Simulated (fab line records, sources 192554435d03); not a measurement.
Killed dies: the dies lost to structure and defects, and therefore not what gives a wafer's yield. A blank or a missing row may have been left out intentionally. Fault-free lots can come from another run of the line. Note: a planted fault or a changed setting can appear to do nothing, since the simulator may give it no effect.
fab line records + flow n5Finfet
record
- lots=10
- wafers=29
- lastDay=17
route steps=1938 shown BEOL_M2@843 BEOL_M4@1111 PASSIVATION@1936
lots with no fault: from the same line, run without faults
startH: start of the lot's first displayed wafer, in hours after the record's first day + waitH: time in hours since the lot's previous step + " same as the row above + L1.1+2: a row that stands for several wafers + - value missing, or start not given + * or withheld: withheld + < > ~ a bound
route shown NAME@n: NAME is a module with steps in the file, n the number in the route of the first one + usual: mean/standard deviation taken from wafers without a fault + same: alike in all rows + chamber/n: place in a boat + sites: the reading at each site + _std_site: standard deviation of those values + _edge_site: the outer-site mean with the inner-site mean subtracted + radiusMm: how far each site lies from the wafer's centre + mask NAME#n: copy n + behind: the tool/chamber that last shaped the wafer + hold: cause of the lot's hold/its duration in hours/its outcome + device: which transistor (n, p or np) failed to switch + end of line: at the end of the route, the tests of the same wafers + a step with no rows: only its recipe + killed: dies lost to structure and defects at the first sort, not the wafer's yield + map: shows each die of a wafer: x if killed, . if not, _ if none is there
set.NAME: setting as actually run; set.NAME@STEP: the setting as run at that earlier step + model.NAME: the simulator's own value behind a step, which no gauge read
a sample of lots followed through the steps of the route, with each step as a table and each wafer as a row
services: the hour from which a tool's chamber was out of use, counted from the record's first day as startH (under 0 if before that day), plus the number of hours and why
## steps
# step N5_BEOL_M2_PECVD_72
# recipe
- material=SiO2
- targetThkA=160
- tempC=400
- precursor=TEOS/O2
- pressureTorr=5.5
- rfW=450
- teosFlowSccm=53.8
- gas=O2
- flowSccm=3000
- timeS=18
# usual
- heaterPowerW=707/120
- showerheadPlenumPTorr=8.763/0.025
- throttleValvePct=22.2/0.89
| lot.wafer | tool     | chamber | startH | waitH | heaterPowerW | showerheadPlenumPTorr | throttleValvePct |
|-----------|----------|---------|--------|-------|--------------|-----------------------|------------------|
| L434.3    | pecvd-04 | 2       | 145.54 | 0.0   | 683          | 8.773                 | 22.7             |
| L434.4    | "        | 2       | "      | "     | 688          | 8.775                 | 22.9             |
| L434.6    | "        | 0       | "      | "     | 726          | 8.766                 | 22.4             |
| L436.1    | pecvd-04 | 2       | 157.90 | 0.0   | 799          | 8.774                 | 22.9             |
| L436.2    | "        | 0       | "      | "     | 717          | 8.761                 | 22.6             |
| L436.5    | "        | 2       | "      | "     | 797          | 8.772                 | 22.6             |
| L437.1    | pecvd-04 | 0       | 162.34 | 0.0   | 703          | 8.740                 | 22.3             |
| L437.3    | "        | 2       | "      | "     | 705          | 8.754                 | 22.7             |
| L437.5    | "        | 2       | "      | "     | 712          | 8.769                 | 22.7             |
| L439.2    | pecvd-04 | 2       | 177.34 | 0.0   | 790          | 8.765                 | 22.7             |
| L439.3    | "        | 0       | "      | "     | 719          | 8.740                 | 22.4             |
| L439.4    | "        | 1       | "      | "     | 567          | 8.767                 | 22.3             |
| L442.2    | pecvd-04 | 1       | 192.27 | 0.0   | 557          | 8.745                 | 21.9             |
| L442.3    | "        | 2       | "      | "     | 763          | 8.750                 | 22.6             |
| L442.6    | "        | 1       | "      | "     | 547          | 8.737                 | 22.3             |
| L449.1    | pecvd-03 | 1       | 237.81 | 0.0   | 843          | 8.783                 | 21.8             |
| L449.4    | "        | 2       | "      | "     | 800          | 8.795                 | 21.0             |
| L449.5    | "        | 1       | "      | "     | 855          | 8.791                 | 21.9             |
| L450.2    | pecvd-03 | 2       | 242.01 | 0.0   | 863          | 8.793                 | 20.7             |
| L450.6    | "        | 1       | "      | "     | 994          | 8.801                 | 21.9             |
| L452.2    | pecvd-04 | 1       | 261.44 | 0.0   | 564          | 8.744                 | 22.3             |
| L452.3    | "        | 2       | "      | "     | 761          | 8.761                 | 21.1             |
| L452.4    | "        | 2       | "      | "     | 761          | 8.749                 | 20.8             |
| L453.3    | pecvd-02 | 2       | 265.23 | 0.0   | 676          | 8.788                 | 20.8             |
| L453.5    | "        | 1       | "      | "     | 593          | 8.790                 | 23.7             |
| L453.6    | "        | 0       | "      | "     | 629          | 8.774                 | 22.1             |
| L455.2    | pecvd-02 | 1       | 282.60 | 0.0   | 604          | 8.783                 | 23.5             |
| L455.4    | "        | 1       | "      | "     | 595          | 8.751                 | 23.8             |
| L455.5    | "        | 2       | "      | "     | 678          | 8.805                 | 20.7             |
# step N5_BEOL_M2_SPUTTER_86
# recipe
- material=Cu
- targetThkA=45
- tempC=-20
- chamberPressurePa=0.07
- powerW=withheld
- timeS=8.29
# usual
- throttleValvePct=29.8/1.1
| lot.wafer | tool          | chamber | startH | waitH | throttleValvePct |
|-----------|---------------|---------|--------|-------|------------------|
| L434.3    | pvdSputter-02 | -       | 157.37 | 0.1   | 27.9             |
| L434.4    | "             | -       | "      | "     | 29.1             |
| L434.6    | "             | -       | "      | "     | 28.1             |
| L436.1    | pvdSputter-01 | -       | 164.16 | 0.1   | 31.0             |
| L436.2    | "             | -       | "      | "     | 32.3             |
| L436.5    | "             | -       | "      | "     | 30.3             |
| L437.1    | pvdSputter-02 | -       | 167.07 | 0.1   | 28.9             |
| L437.3    | "             | -       | "      | "     | 29.3             |
| L437.5    | "             | -       | "      | "     | 28.2             |
| L439.2    | pvdSputter-01 | -       | 188.56 | 0.1   | 29.2             |
| L439.3    | "             | -       | "      | "     | 30.0             |
| L439.4    | "             | -       | "      | "     | 31.0             |
| L442.2    | pvdSputter-01 | -       | 200.42 | 0.1   | 29.0             |
| L442.3    | "             | -       | "      | "     | 31.0             |
| L442.6    | "             | -       | "      | "     | 29.1             |
| L449.1    | pvdSputter-02 | -       | 244.92 | 0.1   | 29.6             |
| L449.4    | "             | -       | "      | "     | 29.2             |
| L449.5    | "             | -       | "      | "     | 29.2             |
| L450.2    | pvdSputter-02 | -       | 247.08 | 0.1   | 29.3             |
| L450.6    | "             | -       | "      | "     | 28.0             |
| L452.2    | pvdSputter-03 | -       | 274.76 | 0.1   | 30.4             |
| L452.3    | "             | -       | "      | "     | 29.5             |
| L452.4    | "             | -       | "      | "     | 30.5             |
| L453.3    | pvdSputter-01 | -       | 278.32 | 0.1   | 30.1             |
| L453.5    | "             | -       | "      | "     | 29.3             |
| L453.6    | "             | -       | "      | "     | 31.1             |
| L455.2    | pvdSputter-01 | -       | 290.40 | 0.1   | 29.1             |
| L455.4    | "             | -       | "      | "     | 32.2             |
| L455.5    | "             | -       | "      | "     | 31.2             |
# step N5_BEOL_M2_SPUTTER_92
# recipe
- material=Cu
- targetThkA=45
- tempC=-20
- chamberPressurePa=0.07
- powerW=withheld
- timeS=8.29
# usual
- throttleValvePct=29.8/1.1
| lot.wafer | tool          | chamber | startH | waitH | throttleValvePct |
|-----------|---------------|---------|--------|-------|------------------|
| L434.3    | pvdSputter-02 | -       | 158.03 | 0.1   | 28.1             |
| L434.4    | "             | -       | "      | "     | 28.7             |
| L434.6    | "             | -       | "      | "     | 27.8             |
| L436.1    | pvdSputter-01 | -       | 164.82 | 0.1   | 30.9             |
| L436.2    | "             | -       | "      | "     | 32.4             |
| L436.5    | "             | -       | "      | "     | 30.2             |
| L437.1    | pvdSputter-02 | -       | 167.73 | 0.1   | 28.9             |
| L437.3    | "             | -       | "      | "     | 29.4             |
| L437.5    | "             | -       | "      | "     | 28.3             |
| L439.2    | pvdSputter-01 | -       | 189.22 | 0.1   | 29.2             |
| L439.3    | "             | -       | "      | "     | 30.2             |
| L439.4    | "             | -       | "      | "     | 31.2             |
| L442.2    | pvdSputter-01 | -       | 201.08 | 0.1   | 29.0             |
| L442.3    | "             | -       | "      | "     | 31.0             |
| L442.6    | "             | -       | "      | "     | 29.0             |
| L449.1    | pvdSputter-02 | -       | 245.58 | 0.1   | 29.4             |
| L449.4    | "             | -       | "      | "     | 28.8             |
| L449.5    | "             | -       | "      | "     | 29.0             |
| L450.2    | pvdSputter-02 | -       | 247.74 | 0.1   | 29.5             |
| L450.6    | "             | -       | "      | "     | 28.3             |
| L452.2    | pvdSputter-03 | -       | 275.42 | 0.1   | 30.5             |
| L452.3    | "             | -       | "      | "     | 29.2             |
| L452.4    | "             | -       | "      | "     | 30.3             |
| L453.3    | pvdSputter-01 | -       | 278.98 | 0.1   | 30.0             |
| L453.5    | "             | -       | "      | "     | 28.9             |
| L453.6    | "             | -       | "      | "     | 30.7             |
| L455.2    | pvdSputter-01 | -       | 291.06 | 0.1   | 29.2             |
| L455.4    | "             | -       | "      | "     | 32.5             |
| L455.5    | "             | -       | "      | "     | 31.3             |
# step N5_BEOL_M2_ANNEAL_95
# recipe
- tempC=400
- timeS=240
- ambient=vacuum
# usual
- heaterPowerW=815/66
- susceptor_temp_C_max=401.0/0.41
| lot.wafer | tool          | chamber | startH | waitH | heaterPowerW | susceptor_temp_C_max |
|-----------|---------------|---------|--------|-------|--------------|----------------------|
| L434.3    | pvdSputter-02 | -       | 158.33 | 0.0   | 692          | 400.7                |
| L434.4    | "             | -       | "      | "     | 819          | 400.5                |
| L434.6    | "             | -       | "      | "     | 706          | 400.6                |
| L436.1    | pvdSputter-01 | -       | 165.12 | 0.0   | 868          | 400.9                |
| L436.2    | "             | -       | "      | "     | 859          | 400.9                |
| L436.5    | "             | -       | "      | "     | 863          | 401.3                |
| L437.1    | pvdSputter-02 | -       | 168.03 | 0.0   | 845          | 400.7                |
| L437.3    | "             | -       | "      | "     | 855          | 401.3                |
| L437.5    | "             | -       | "      | "     | 680          | 401.2                |
| L439.2    | pvdSputter-01 | -       | 189.52 | 0.0   | 858          | 401.0                |
| L439.3    | "             | -       | "      | "     | 871          | 401.5                |
| L439.4    | "             | -       | "      | "     | 893          | 400.7                |
| L442.2    | pvdSputter-01 | -       | 201.38 | 0.0   | 861          | 401.3                |
| L442.3    | "             | -       | "      | "     | 900          | 400.8                |
| L442.6    | "             | -       | "      | "     | 858          | 401.9                |
| L449.1    | pvdSputter-02 | -       | 245.88 | 0.0   | 859          | 400.8                |
| L449.4    | "             | -       | "      | "     | 831          | 401.0                |
| L449.5    | "             | -       | "      | "     | 857          | 400.7                |
| L450.2    | pvdSputter-02 | -       | 248.04 | 0.0   | 831          | 401.4                |
| L450.6    | "             | -       | "      | "     | 704          | 401.0                |
| L452.2    | pvdSputter-03 | -       | 275.72 | 0.0   | 762          | 401.6                |
| L452.3    | "             | -       | "      | "     | 680          | 401.3                |
| L452.4    | "             | -       | "      | "     | 726          | 400.6                |
| L453.3    | pvdSputter-01 | -       | 279.28 | 0.0   | 861          | 400.9                |
| L453.5    | "             | -       | "      | "     | 853          | 401.3                |
| L453.6    | "             | -       | "      | "     | 871          | 400.6                |
| L455.2    | pvdSputter-01 | -       | 291.36 | 0.0   | 849          | 401.5                |
| L455.4    | "             | -       | "      | "     | 885          | 400.8                |
| L455.5    | "             | -       | "      | "     | 912          | 401.2                |
# step N5_BEOL_M2_CMP_52
# recipe
- stopOn=SiOC
- tOverpolishS=6.8
- downForcePsi=1
- platenRpm=50
- clearingPlatenDownForcePsi=1.5
- clearingPlatenRpm=50
- postCmpClean=cuAlkaline
- targetThkNm=40
- clearingPlatenPadVelocityMS=0.99484
- padVelocityMS=0.99484
# usual
- barrierFieldEndpointS=24.4/0.64
- motorCurrentA=6.1/0.52
| lot.wafer | tool   | chamber | startH | waitH | barrierFieldEndpointS | motorCurrentA |
|-----------|--------|---------|--------|-------|-----------------------|---------------|
| L434.4    | cmp-02 | 2       | 159.11 | 0.3   | 23.5                  | 5.7           |
| L434.3    | "      | 3       | "      | "     | 24.2                  | 6.3           |
| L434.6    | "      | 1       | "      | "     | 23.8                  | 6.1           |
| L436.2    | cmp-03 | 2       | 165.79 | 0.2   | 24.0                  | 6.5           |
| L436.1    | "      | 3       | "      | "     | 24.6                  | 5.4           |
| L436.5    | "      | 2       | "      | "     | 24.1                  | 6.4           |
| L437.1    | cmp-01 | 2       | 168.66 | 0.3   | 24.0                  | 5.4           |
| L437.3    | "      | 3       | "      | "     | 24.1                  | 6.1           |
| L437.5    | "      | 2       | "      | "     | 24.1                  | 5.4           |
| L439.3    | cmp-01 | 0       | 190.21 | 0.2   | 24.3                  | 5.8           |
| L439.4    | "      | 1       | "      | "     | 11.9                  | 6.1           |
| L439.2    | "      | 2       | "      | "     | 23.6                  | 5.5           |
| L442.2    | cmp-01 | 0       | 202.07 | 0.2   | 12.2                  | 5.9           |
| L442.3    | "      | 2       | "      | "     | 24.1                  | 5.3           |
| L442.6    | "      | 3       | "      | "     | 12.1                  | 6.0           |
| L449.1    | cmp-01 | 1       | 246.58 | 0.3   | 24.8                  | 6.0           |
| L449.4    | "      | 2       | "      | "     | 24.3                  | 5.0           |
| L449.5    | "      | 0       | "      | "     | 25.3                  | 5.7           |
| L450.2    | cmp-02 | 3       | 248.67 | 0.2   | 25.9                  | 6.4           |
| L450.6    | "      | 3       | "      | "     | 25.5                  | 6.5           |
| L452.4    | cmp-03 | 0       | 276.35 | 0.1   | 24.0                  | 6.1           |
| L452.2    | "      | 1       | "      | "     | 24.1                  | 6.8           |
| L452.3    | "      | 3       | "      | "     | 24.9                  | 5.3           |
| L453.3    | cmp-02 | 0       | 279.91 | 0.2   | 23.9                  | 6.6           |
| L453.5    | "      | 0       | "      | "     | 24.0                  | 6.6           |
| L453.6    | "      | 1       | "      | "     | 24.0                  | 6.5           |
| L455.2    | cmp-03 | 0       | 291.99 | 0.2   | 23.1                  | 6.3           |
| L455.4    | "      | 1       | "      | "     | 24.2                  | 6.3           |
| L455.5    | "      | 1       | "      | "     | 23.9                  | 6.8           |
# step N5_BEOL_M4_RC_MEAS_101
# usual
- DIBL_N=36.9/1.7
- DIBL_P=37.3/2.3
- IOFF_N=0.16/0.033
- IOFF_P=0.22/0.04
- ION_N=673/12
- ION_P=463/8
- SS_N=71.6/0.58
- SS_P=73.4/0.74
- VT_N=250/3.2
- VT_P=-250/3.4
| lot.wafer | tool      | chamber | startH | waitH | DIBL_N[mV/V] | DIBL_P[mV/V] | IOFF_N[nA/um] | IOFF_P[nA/um] | ION_N[uA/um] | ION_P[uA/um] | SS_N[mV/dec] | SS_P[mV/dec] | VT_N[mV] | VT_P[mV] |
|-----------|-----------|---------|--------|-------|--------------|--------------|---------------|---------------|--------------|--------------|--------------|--------------|----------|----------|
| L434.3    | prober-02 | 0       | 190.68 | 0.3   | 39.3         | 42.2         | 0.25          | 0.33          | 684          | 475          | 72.0         | 73.5         | 245      | -245     |
| L434.4    | "         | 0       | "      | "     | 38.8         | 40.3         | 0.20          | 0.28          | 681          | 465          | 71.8         | 74.5         | 248      | -247     |
| L434.6    | "         | 0       | "      | "     | 36.7         | 38.6         | 0.17          | 0.25          | 695          | 480          | 72.0         | 72.9         | 250      | -247     |
| L436.1    | prober-01 | 0       | 194.08 | 0.0   | 38.5         | 38.0         | 0.19          | 0.23          | 677          | 456          | 72.2         | 73.7         | 247      | -252     |
| L436.2    | "         | 0       | "      | "     | 35.9         | 34.2         | 0.13          | 0.18          | 656          | 452          | 71.5         | 72.1         | 252      | -255     |
| L436.5    | "         | 0       | "      | "     | 35.7         | 33.9         | 0.14          | 0.17          | 658          | 446          | 71.7         | 72.0         | 253      | -257     |
| L437.1    | prober-01 | 0       | 199.07 | 0.0   | 36.9         | 36.3         | 0.17          | 0.20          | 665          | 451          | 71.1         | 73.1         | 251      | -252     |
| L437.3    | "         | 0       | "      | "     | 34.3         | 33.5         | 0.14          | 0.17          | 684          | 461          | 70.8         | 73.1         | 250      | -257     |
| L437.5    | "         | 0       | "      | "     | 35.0         | 33.1         | 0.13          | 0.16          | 660          | 446          | 71.4         | 72.3         | 253      | -257     |
| L439.2    | prober-01 | 0       | 218.35 | 0.2   | 40.5         | 41.6         | 0.24          | 0.30          | 687          | 473          | 72.5         | 74.3         | 245      | -245     |
| L439.3    | "         | 0       | "      | "     | 37.7         | 37.0         | 0.17          | 0.21          | 668          | 462          | 71.4         | 73.4         | 249      | -250     |
| L439.4    | "         | 0       | "      | "     | 36.3         | 35.5         | 0.14          | 0.19          | 661          | 454          | 71.3         | 72.9         | 251      | -251     |
| L442.2    | prober-02 | 0       | 225.60 | 0.2   | 38.0         | 39.0         | 0.20          | 0.30          | 690          | 487          | 71.6         | 73.9         | 245      | -242     |
| L442.3    | "         | 0       | "      | "     | 37.7         | 38.5         | 0.17          | 0.29          | 669          | 474          | 71.6         | 74.0         | 251      | -245     |
| L442.6    | "         | 0       | "      | "     | 37.2         | 37.2         | 0.16          | 0.25          | 673          | 471          | 71.3         | 72.9         | 251      | -245     |
| L450.2    | prober-01 | 0       | 271.95 | 0.2   | 36.9         | 35.1         | 0.13          | 0.20          | 654          | 456          | 71.3         | 73.8         | 256      | -252     |
| L450.6    | "         | 0       | "      | "     | 35.7         | 34.5         | 0.13          | 0.19          | 661          | 453          | 71.7         | 73.3         | 252      | -251     |
| L449.1    | prober-01 | 0       | 273.88 | 0.0   | 37.3         | 38.6         | 0.19          | 0.23          | 678          | 463          | 72.3         | 73.4         | 248      | -248     |
| L449.4    | "         | 0       | "      | "     | 36.8         | 38.4         | 0.18          | 0.25          | 676          | 463          | 71.2         | 73.5         | 249      | -247     |
| L449.5    | "         | 0       | "      | "     | 36.2         | 38.2         | 0.16          | 0.23          | 669          | 460          | 71.0         | 73.0         | 252      | -247     |
| L452.2    | prober-02 | 0       | 304.66 | 0.2   | 37.1         | 37.2         | 0.18          | 0.22          | 677          | 461          | 71.6         | 74.7         | 246      | -251     |
| L452.3    | "         | 0       | "      | "     | 34.8         | 35.2         | 0.14          | 0.18          | 677          | 458          | 70.7         | 72.4         | 252      | -254     |
| L452.4    | "         | 0       | "      | "     | 32.6         | 31.7         | 0.10          | 0.15          | 650          | 449          | 69.9         | 72.3         | 257      | -259     |
| L453.3    | prober-01 | 0       | 308.31 | 0.3   | 34.2         | 36.0         | 0.12          | 0.19          | 669          | 467          | 71.6         | 72.4         | 256      | -254     |
| L453.5    | "         | 0       | "      | "     | 39.0         | 41.1         | 0.20          | 0.27          | 677          | 465          | 72.0         | 73.9         | 246      | -248     |
| L453.6    | "         | 0       | "      | "     | 36.4         | 37.0         | 0.14          | 0.21          | 667          | 464          | 71.3         | 73.9         | 254      | -248     |
| L455.2    | prober-02 | 0       | 311.07 | 0.2   | 36.1         | 35.9         | 0.13          | 0.19          | 649          | 447          | 71.3         | 72.5         | 254      | -250     |
| L455.4    | "         | 0       | "      | "     | 38.0         | 37.9         | 0.15          | 0.22          | 676          | 464          | 71.4         | 73.6         | 252      | -249     |
| L455.5    | "         | 0       | "      | "     | 37.1         | 36.7         | 0.14          | 0.20          | 662          | 456          | 70.7         | 73.4         | 252      | -253     |
# step N5_PASSIVATION_PROBE_49
# usual
- defectLimitedYield=91.2/1.3
- killed_at_M0_to_M3=34/10
- killed_at_M4_up=13/4.6
- killedAtContacts=13/5.5
- killedAtFrontEnd=41/12
- killedAtOther=2.8/2.4
- killedDies=104/16
- killedOnRim=14/4.2
- killedOpen=67/12
- killedShort=33/7.2
- sort_bin_5_function=5.1/0.86
- sort_bin_6_memory=3.3/0.62
- sortNPass=1076/16
- sortYieldPct=91.2/1.3
# same
- grossDies=1180
- killedAtBackSide=0
- sort_bin_4_leakage[%]=0
- sort_bin_8_speed[%]=0
| lot.wafer | tool      | chamber | startH | waitH | defectLimitedYield[%] | killed_at_M0_to_M3 | killed_at_M4_up | killedAtContacts | killedAtFrontEnd | killedAtOther | killedDies | killedOnRim | killedOpen | killedShort | sort_bin_5_function[%] | sort_bin_6_memory[%] | sortNPass | sortYieldPct[%] |
|-----------|-----------|---------|--------|-------|-----------------------|--------------------|-----------------|------------------|------------------|---------------|------------|-------------|------------|-------------|------------------------|----------------------|-----------|-----------------|
| L437.1    | prober-02 | -       | 317.39 | 0.0   | 91.9                  | 33                 | 17              | 11               | 31               | 3             | 95         | 15          | 55         | 30          | 5.0                    | 2.6                  | 1085      | 91.9            |
| L437.3    | prober-02 | -       | 317.49 | 0.1   | 89.3                  | 49                 | 8               | 19               | 45               | 5             | 126        | 20          | 81         | 39          | 6.5                    | 4.0                  | 1054      | 89.3            |
| L437.5    | prober-02 | -       | 317.59 | 0.2   | 91.9                  | 27                 | 18              | 9                | 32               | 10            | 96         | 11          | 70         | 22          | 5.1                    | 2.6                  | 1084      | 91.9            |
| L439.2    | prober-01 | -       | 322.53 | 0.1   | 92.5                  | 16                 | 20              | 12               | 38               | 2             | 88         | 12          | 59         | 23          | 3.7                    | 3.2                  | 1092      | 92.5            |
| L439.3    | prober-01 | -       | 322.58 | 0.1   | 90.0                  | 45                 | 12              | 30               | 28               | 3             | 118        | 20          | 74         | 36          | 6.1                    | 3.1                  | 1062      | 90.0            |
| L439.4    | prober-01 | -       | 322.63 | 0.2   | 93.5                  | 19                 | 11              | 5                | 39               | 3             | 77         | 7           | 51         | 25          | 4.3                    | 1.9                  | 1103      | 93.5            |
| L442.2    | prober-02 | -       | 335.66 | 0.1   | 89.2                  | 38                 | 19              | 16               | 52               | 2             | 127        | 22          | 92         | 29          | 6.4                    | 4.0                  | 1053      | 89.2            |
| L442.3    | prober-02 | -       | 335.71 | 0.1   | 89.9                  | 37                 | 14              | 19               | 49               | 0             | 119        | 14          | 67         | 44          | 5.9                    | 3.4                  | 1061      | 89.9            |
| L442.6    | prober-02 | -       | 335.86 | 0.3   | 90.7                  | 33                 | 13              | 21               | 41               | 2             | 110        | 14          | 69         | 41          | 6.4                    | 2.5                  | 1070      | 90.7            |
| L450.2    | prober-02 | -       | 368.49 | 0.1   | 90.3                  | 45                 | 6               | 11               | 51               | 2             | 115        | 15          | 63         | 41          | 6.0                    | 3.4                  | 1065      | 90.3            |
| L450.6    | prober-02 | -       | 368.69 | 0.3   | 89.9                  | 46                 | 18              | 10               | 38               | 7             | 119        | 15          | 72         | 39          | 5.9                    | 3.8                  | 1061      | 89.9            |
| L449.1    | prober-02 | -       | 385.30 | 0.0   | 90.7                  | 32                 | 13              | 14               | 44               | 7             | 110        | 14          | 61         | 44          | 5.4                    | 3.3                  | 1070      | 90.7            |
| L449.4    | prober-02 | -       | 385.45 | 0.2   | 91.9                  | 44                 | 9               | 10               | 32               | 1             | 96         | 11          | 67         | 22          | 4.4                    | 3.3                  | 1084      | 91.9            |
| L449.5    | prober-02 | -       | 385.50 | 0.2   | 93.4                  | 28                 | 8               | 8                | 30               | 4             | 78         | 12          | 44         | 32          | 3.7                    | 2.6                  | 1102      | 93.4            |
| L453.3    | prober-02 | -       | 402.21 | 0.1   | 90.8                  | 28                 | 5               | 9                | 64               | 3             | 109        | 17          | 70         | 33          | 5.2                    | 3.3                  | 1071      | 90.8            |
# killed by level:class
L437.1 MOL_CONTACT_COAG:geometricParticle:open=10 BEOL_M4:geometricParticle:open=9 FIN_SAQP:geometricParticle:short=7 BEOL_M2:geometricParticle:open=7 BEOL_M0_SAQP:geometricParticle:short=6 FIN_SAQP:geometricParticle:open=5 BEOL_M3:geometricParticle:open=5 BEOL_M3:geometricParticle:short=4
L437.3 MOL_CONTACT_COAG:geometricParticle:open=14 BEOL_M3:geometricParticle:open=13 BEOL_M0_SAQP:geometricParticle:short=11 FIN_SAQP:geometricParticle:open=10 BEOL_M0_SAQP:geometricParticle:open=9 BEOL_M2:geometricParticle:open=7 BEOL_M1:geometricParticle:open=6 STARTING-WAFER:geometricParticle:short=6
L437.5 MOL_CONTACT_COAG:geometricParticle:open=8 BEOL_M0_SAQP:geometricParticle:open=8 DUMMY_GATE:geometricParticle:open=7 BEOL_M3:geometricParticle:open=7 BEOL_M5:geometricParticle:open=7 GATE_CUT:geometricParticle:short=6 FIN_SAQP:geometricParticle:short=5 BEOL_M1:geometricParticle:open=5
L439.2 FIN_SAQP:geometricParticle:open=14 MOL_CONTACT_COAG:geometricParticle:open=11 BEOL_M4:geometricParticle:open=9 BEOL_M3:geometricParticle:open=7 FIN_SAQP:geometricParticle:short=6 STI_FIN_REVEAL:geometricParticle:open=4 DUMMY_GATE:geometricParticle:open=4 BEOL_M1:geometricParticle:short=4
L439.3 MOL_CONTACT_COAG:geometricParticle:open=22 BEOL_M3:geometricParticle:open=15 BEOL_M0_SAQP:geometricParticle:short=10 MOL_CONTACT_COAG:geometricParticle:short=7 BEOL_M2:geometricParticle:open=6 BEOL_M0_SAQP:geometricParticle:open=5 FIN_SAQP:geometricParticle:open=4 BEOL_M1:geometricParticle:open=4
L439.4 FIN_SAQP:geometricParticle:open=11 STI_FIN_REVEAL:geometricParticle:open=6 BEOL_M1:geometricParticle:open=6 BEOL_M4:geometricParticle:open=6 DUMMY_GATE:geometricParticle:open=5 MOL_CONTACT_COAG:geometricParticle:open=5 BEOL_M0_SAQP:geometricParticle:open=4 FIN_SAQP:geometricParticle:short=3
L442.2 MOL_CONTACT_COAG:geometricParticle:open=14 BEOL_M2:geometricParticle:open=11 BEOL_M4:geometricParticle:open=10 FIN_SAQP:geometricParticle:open=8 GATE_CUT:geometricParticle:open=7 BEOL_M3:geometricParticle:open=7 DUMMY_GATE:geometricParticle:open=6 GATE_CUT:geometricParticle:short=6
L442.3 MOL_CONTACT_COAG:geometricParticle:open=14 BEOL_M0_SAQP:geometricParticle:open=10 STI_FIN_REVEAL:geometricParticle:open=9 BEOL_M0_SAQP:geometricParticle:short=9 BEOL_M4:geometricParticle:open=8 HKMG_FIN:areaEtch=7 FIN_SAQP:geometricParticle:short=6 BEOL_M1:geometricParticle:short=6
L442.6 MOL_CONTACT_COAG:geometricParticle:open=15 BEOL_M3:geometricParticle:open=11 STI_FIN_REVEAL:geometricParticle:open=8 BEOL_M4:geometricParticle:open=8 BEOL_M0_SAQP:geometricParticle:short=7 FIN_SAQP:geometricParticle:open=6 GATE_CUT:geometricParticle:short=6 MOL_CONTACT_COAG:geometricParticle:short=6
L450.2 BEOL_M0_SAQP:geometricParticle:open=13 BEOL_M0_SAQP:geometricParticle:short=11 MOL_CONTACT_COAG:geometricParticle:open=10 STI_FIN_REVEAL:geometricParticle:open=8 FIN_SAQP:geometricParticle:short=7 BEOL_M1:geometricParticle:open=7 GATE_CUT:geometricParticle:short=6 STARTING-WAFER:geometricParticle:open=5
L450.6 BEOL_M0_SAQP:geometricParticle:open=12 BEOL_M0_SAQP:geometricParticle:short=9 STI_FIN_REVEAL:geometricParticle:open=8 BEOL_M1:geometricParticle:open=7 BEOL_M4:geometricParticle:open=7 DUMMY_GATE:geometricParticle:open=6 MOL_CONTACT_COAG:geometricParticle:open=6 BEOL_M2:geometricParticle:open=5
L449.1 FIN_SAQP:geometricParticle:short=14 MOL_CONTACT_COAG:geometricParticle:open=13 FIN_SAQP:geometricParticle:open=6 BEOL_M2:geometricParticle:open=6 BEOL_M4:geometricParticle:open=6 GATE_CUT:geometricParticle:open=5 BEOL_M0_SAQP:geometricParticle:open=5 GATE_CUT:geometricParticle:short=4
L449.4 BEOL_M2:geometricParticle:open=11 BEOL_M1:geometricParticle:open=9 MOL_CONTACT_COAG:geometricParticle:open=7 BEOL_M4:geometricParticle:open=7 FIN_SAQP:geometricParticle:open=6 DUMMY_GATE:geometricParticle:open=6 BEOL_M3:geometricParticle:open=6 BEOL_M3:geometricParticle:short=6
L449.5 BEOL_M0_SAQP:geometricParticle:short=9 FIN_SAQP:geometricParticle:short=6 FIN_SAQP:geometricParticle:open=5 BEOL_M0_SAQP:geometricParticle:open=5 MOL_CONTACT_COAG:geometricParticle:open=5 GATE_CUT:geometricParticle:short=4 BEOL_M2:geometricParticle:open=4 STI_FIN_REVEAL:geometricParticle:open=3
L453.3 FIN_SAQP:geometricParticle:open=22 FIN_SAQP:geometricParticle:short=12 STI_FIN_REVEAL:geometricParticle:open=8 MOL_CONTACT_COAG:geometricParticle:open=7 BEOL_M0_SAQP:geometricParticle:open=6 BEOL_M0:geometricParticle:open=5 ILD0:geometricParticle:short=4 BEOL_M0_SAQP:geometricParticle:short=4
## services
| tool          | chamber | startH | hours | kind                          |
|---------------|---------|--------|-------|-------------------------------|
| cmp-02        | -       | 126.23 | 4.0   | pm                            |
| cmp-02        | -       | 130.23 | -     | consumableReplace:conditioner |
| cmp-02        | -       | 130.23 | -     | consumableReplace:pad         |
| pecvd-04      | -       | 133.78 | 1.2   | repair                        |
| cmp-01        | -       | 150.78 | 3.5   | repair                        |
| cmp-03        | -       | 153.40 | 0.4   | repair                        |
| pvdSputter-03 | -       | 157.71 | 0.7   | repair                        |
| cmp-02        | -       | 161.57 | 13.1  | pm                            |
| cmp-01        | -       | 162.94 | 1.1   | repair                        |
| pecvd-02      | 2       | 192.60 | 5.5   | scheduledDown                 |
| pecvd-03      | -       | 195.49 | 2.4   | repair                        |
| pecvd-02      | 0       | 198.06 | 2.1   | scheduledDown                 |
| pecvd-04      | 2       | 202.38 | -     | clean                         |
| pecvd-04      | 2       | 202.38 | -     | consumableReplace:showerhead  |
| pecvd-04      | 2       | 202.38 | 29.0  | scheduledDown                 |
| pecvd-04      | 2       | 202.38 | 29.0  | ventCycle                     |
| cmp-01        | -       | 207.51 | 4.9   | pm                            |
| cmp-03        | -       | 211.58 | 1.2   | repair                        |
| cmp-02        | -       | 214.68 | 4.4   | repair                        |
| cmp-01        | -       | 221.30 | 2.3   | repair                        |
| pecvd-03      | 0       | 221.79 | 5.5   | scheduledDown                 |
| cmp-01        | -       | 268.13 | 1.9   | repair                        |
| pecvd-04      | 0       | 287.85 | 5.5   | scheduledDown                 |
| cmp-01        | -       | 289.09 | 4.0   | pm                            |
## key
firstSign
- step=N5_BEOL_M2_CMP_52
- reading=barrierFieldEndpointS
- direction=down
- sigmas=19
- usual=24.4
- struck=12.1
effect none on later readings
metAt N5_BEOL_M2_PECVD_72
struckLots L439,L442
struckWafers L439.4,L442.2,L442.6
notActingAt N5_BEOL_M2_SPUTTER_86,N5_BEOL_M2_SPUTTER_92,N5_BEOL_M2_ANNEAL_95
fault
- kind=processParameterDrift
- tool=pecvd-04
- chamber=1
- onsetH=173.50
- steps=N5_BEOL_M2_PECVD_72
- channel=timeS
- offset=*
- shape=step
- endH=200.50
- actsIn=*
- stated=*
